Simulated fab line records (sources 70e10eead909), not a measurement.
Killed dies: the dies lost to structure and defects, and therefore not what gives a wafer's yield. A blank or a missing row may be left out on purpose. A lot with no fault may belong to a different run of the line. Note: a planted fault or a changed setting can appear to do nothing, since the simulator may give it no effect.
A lot that was struck, set against a sound lot    flow nand harc    23 out of 1159 route steps
Sound: the wafers L944.3, L944.4, L944.6. Struck: wafers L956.1, L956.3 (left out: L956.6, a lot-mate that was not struck); the cause follows at the end.
Per side, at each step with rows, come the tool, then ch with its chambers, and then its first start. Under that, the readings that differ: sound wafers    struck wafers    difference of the means    sigmas: that difference in standard deviations of wafers without a fault.
alike: readings with means less than 2 such deviations apart, plus words and numbers identical on both sides. not compared: withheld readings, readings lacking a value on some wafer, bounds such as >300 that could conceal the same value, and numbers that have no deviation in the record and whose values overlap.
Wherever a step has rows on one side only, a row that says differs or no value, or a row with sigmas, the two part there. Numbers that have no deviation but don't overlap get no sigmas and don't part them. A reading missing from all wafers of one side parts the sides only when that side holds two or more wafers.

NHARC_P_CONTACT_DEP_00: deposits SiO2, target thk 500 nm.
  sound: pecvd-04 ch 0,2; struck: pecvd-03 ch 0,2
  alike: heater power w, throttle valve pct
NHARC_P_CONTACT_CMP_01: polishes SiO2, target thk 200 nm.
  sound on cmp-01 ch 2,3, day 6 00:11; struck on cmp-01 ch 1,3, day 9 05:14
  alike: motor current A
then, 9 steps without rows for these wafers: NHARC_P_CONTACT_SRD_03; NHARC_P_CONTACT_DEHYDRATE_04 (time 120 s); NHARC_P_CONTACT_HMDS_05 (time 30 s); NHARC_P_CONTACT_COAT_33 (time 75 s); NHARC_P_CONTACT_COAT_34 (time 65 s); NHARC_P_CONTACT_COAT_06 (resist thk 90 nm); NHARC_P_CONTACT_SOFTBAKE_07 (time 55 s); NHARC_P_CONTACT_EBR_08; NHARC_P_CONTACT_EXPOSE_09 (exposes mask P CA, target cd 90 nm).
NHARC_P_CONTACT_PEB_10: peb time 65 s.
  sound on litho track-04 ch 0, day 6 00:55; struck on litho track-06 ch 0, day 9 05:59
reading                   sound              struck       difference  sigmas
heater power total W (W)  156.1 156.8 156.4  164.9 166.0  +9.0        +23
  alike: resist line temp C
then, 1 step without rows for these wafers: NHARC_P_CONTACT_DEVELOP_11 (develop time 35 s).
NHARC_P_CONTACT_CD_MEAS_12 targets a cd of 90 nm.
  sound on cd sem-02 ch 0, day 6 00:59; struck on cd sem-02 ch 0, day 9 06:05
reading     sound           struck     difference  sigmas
cd nm (nm)  89.6 89.3 89.2  86.9 86.7  -2.6        -4
NHARC_P_CONTACT_OVL_MEAS_13:
  sound on overlay-01 at day 6 01:05; struck on overlay-01 at day 9 06:10
reading            sound           struck   difference  sigmas
overlay y nm (nm)  -1.2 -1.3 -1.1  0.8 0.4  +1.8        +2
  alike: overlay x nm
NHARC_P_CONTACT_INSPECT_14:
  sound on defect inspect-02 at day 6 01:07; struck on defect inspect-02 at day 9 06:12
reading           sound  struck  difference  sigmas
raw defect count  2 1 2  4 12    +6          +3
NHARC_P_CONTACT_DESCUM_17: chemistry O2, time 3 s.
  sound on rie diel-06 ch 0,3, day 6 01:11; struck on rie diel-05 ch 0,3, day 9 06:17
reading                     sound              struck       difference  sigmas
model.P_CONTACT.cd nm (nm)  89.23 88.12 88.97  87.23 86.97  -1.67       
  alike: chamber pressure mTorr, drypump motor current A, oes product au, rf vpp V, showerhead plenum p Torr, throttle valve pct
  not compared: rf hours counter h
NHARC_P_CONTACT_ETCH_35: etches the open film in CF4, target depth 39 nm, time 65 s.
  sound on rie diel-06 ch 0,2,3, day 6 01:16; struck on rie diel-05 ch 1,2, day 9 06:21
  alike: chamber pressure mTorr, drypump motor current A, oes product au, rf vpp V, showerhead plenum p Torr, throttle valve pct
  not compared: rf hours counter h
NHARC_P_CONTACT_ETCH_36: etches the open film in N2/H2, target depth 260 nm, time 406.25 s.
  sound: rie diel-06 ch 0,1,2; struck: rie diel-05 ch 1,2
  alike: chamber pressure mTorr, drypump motor current A, n2 flow sccm, oes product au, rf vpp V, showerhead plenum p Torr, throttle valve pct
  not compared: rf hours counter h
NHARC_P_CONTACT_ETCH_18: etches the open film in C4F8/O2/Ar, target depth 481 nm, time 240.5 s.
  sound: rie diel-06 ch 0,3; struck: rie diel-05 ch 0,1
reading                sound              struck       difference  sigmas
oes product au (a.u.)  0.963 0.983 0.967  0.934 0.926  -0.041      -2
  alike: chamber pressure mTorr, rf vpp V
  not compared: rf hours counter h
then, 1 step without rows for these wafers: NHARC_P_CONTACT_STRIP_37 (strips in C4F8/O2/Ar).
NHARC_P_CONTACT_ETCH_31: etches the open film in CH3F/O2, target depth 30 nm, time 85.7 s.
  sound: rie diel-06 ch 0,1; struck: rie diel-05 ch 1,3
  alike: chamber pressure mTorr, drypump motor current A, oes product au, rf vpp V, showerhead plenum p Torr, throttle valve pct
  not compared: rf hours counter h, model.P_CONTACT.cd nm
NHARC_P_CONTACT_CD_MEAS_19:
  sound on cd sem-02 at day 6 02:28; struck on cd sem-02 at day 9 07:09
  alike: cd nm

WHERE THEY PART
Earliest at NHARC_P_CONTACT_PEB_10; latest, in this record, at NHARC_P_CONTACT_ETCH_18. Later steps at which nothing parts them and some readings are alike: NHARC_P_CONTACT_ETCH_31, NHARC_P_CONTACT_CD_MEAS_19.

WHY: what the simulator had put in
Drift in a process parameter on litho track-06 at NHARC_P_CONTACT_PEB_10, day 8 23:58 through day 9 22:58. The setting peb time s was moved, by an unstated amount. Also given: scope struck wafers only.
